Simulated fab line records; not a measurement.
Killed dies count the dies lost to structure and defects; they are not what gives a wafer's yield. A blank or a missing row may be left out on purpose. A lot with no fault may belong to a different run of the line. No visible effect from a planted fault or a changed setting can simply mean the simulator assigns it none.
Struck lot and sound lot, side by side + flow nandHarc + 14 out of 1159 route steps
Sound: the wafers L311.1, L311.3, L311.5. Wafers struck: L321.1, L321.4, L321.6. Last of all comes the cause.
For every step that has rows: the tool of each side, followed by ch and its chambers, followed by its first start. Under that, the readings that differ: sound wafers + struck wafers + difference of the means + sigmas: that difference in standard deviations of wafers without a fault.
alike: a reading whose means differ by less than 2 such deviations, as well as words and numbers matching on both sides. not compared: withheld readings; readings where some wafer has no value; bounds like >300 that might hide an equal value; numbers whose values overlap and for which the record gives no deviation.
The two part at a step that has a row with sigmas, a row that says differs or no value, or rows on one side only. Numbers that have no deviation but don't overlap get no sigmas and don't part them. A reading that every wafer of one side lacks parts them only if that side has two wafers or more.

first, 5 steps without rows for these wafers: NHARC_A_STAIRCASE_EBR_246; NHARC_A_STAIRCASE_EXPOSE_247 (exposes mask SDS 1); NHARC_A_STAIRCASE_PEB_248 (peb time 130 s); NHARC_A_STAIRCASE_DEVELOP_249 (time 140 s); NHARC_A_STAIRCASE_HARDBAKE_251 (time 140 s).
NHARC_A_STAIRCASE_DESCUM_252: chemistry O2, time 3 s.
  sound on rieDiel-13 ch 0,3, day 10 22:35; struck on rieDiel-06 ch 0,1,2, day 13 14:12
| reading                      | sound          | struck         | difference | sigmas |
|------------------------------|----------------|----------------|------------|--------|
| showerheadPlenumPTorr (Torr) | 1.77 1.78 1.77 | 2.01 1.95 1.86 | +0.17      | +2     |
  alike: drypumpMotorCurrentA, mfcArSccm, oesProductAu, rfVppV, throttleValvePct
  not compared: rfHoursCounterH
NHARC_A_STAIRCASE_ETCH_253: etches the open film in C4F8/O2, target depth 50 nm, time 20.2 s.
  sound on rieDiel-13 ch 0,1, day 10 22:40; struck on rieDiel-06 ch 0,2, day 13 14:17
  alike: oesProductAu, rfVppV
  not compared: rfHoursCounterH
NHARC_A_STAIRCASE_STRIP_254: strips in O2.
  sound on plasmaAsher-02 ch 0,1, day 10 22:48; struck on plasmaAsher-01 ch 0,1, day 13 14:40
| reading                  | sound       | struck      | difference | sigmas |
|--------------------------|-------------|-------------|------------|--------|
| drypumpMotorCurrentA (A) | 5.2 5.3 5.5 | 5.9 6.1 6.1 | +0.7       | +2     |
  alike: heaterPowerW, tempC
  not compared: rfHoursCounterH, rfReflPowerW
then, 3 steps without rows for these wafers: NHARC_A_STAIRCASE_STRIP_255 (strips in SPM, time 900 s); NHARC_A_STAIRCASE_PRECLEAN_256 (cleans in SC1); NHARC_A_STAIRCASE_SRD_257.
NHARC_A_STAIRCASE_HM_DEP_456: deposits aC, target thk 1500 nm.
  sound on aclDep-02 ch 0, day 10 23:34; struck on aclDep-02 ch 0, day 14 00:38
  alike: throttleValvePct
NHARC_A_STAIRCASE_DEP_259: deposits SiON, target thk 30 nm.
  sound on pecvd-04 ch 0,1,2, day 11 01:38; struck on pecvd-03 ch 0,1,2, day 14 02:30
  alike: heaterPowerW
-- record jumps: 10 days between struck wafers' starts before vs after; left off in module A_STAIRCASE, resumes in module END, first step shown is number 1159 of the route --
NHARC_END_SORT_01:
  here the record holds rows for the struck wafers (prober-01 ch 0, day 24 00:32) but none for the sound ones

== WHERE THEY PART ==
Earliest at NHARC_A_STAIRCASE_DESCUM_252; latest, in this record, at NHARC_END_SORT_01.

WHY: the cause the simulator had injected
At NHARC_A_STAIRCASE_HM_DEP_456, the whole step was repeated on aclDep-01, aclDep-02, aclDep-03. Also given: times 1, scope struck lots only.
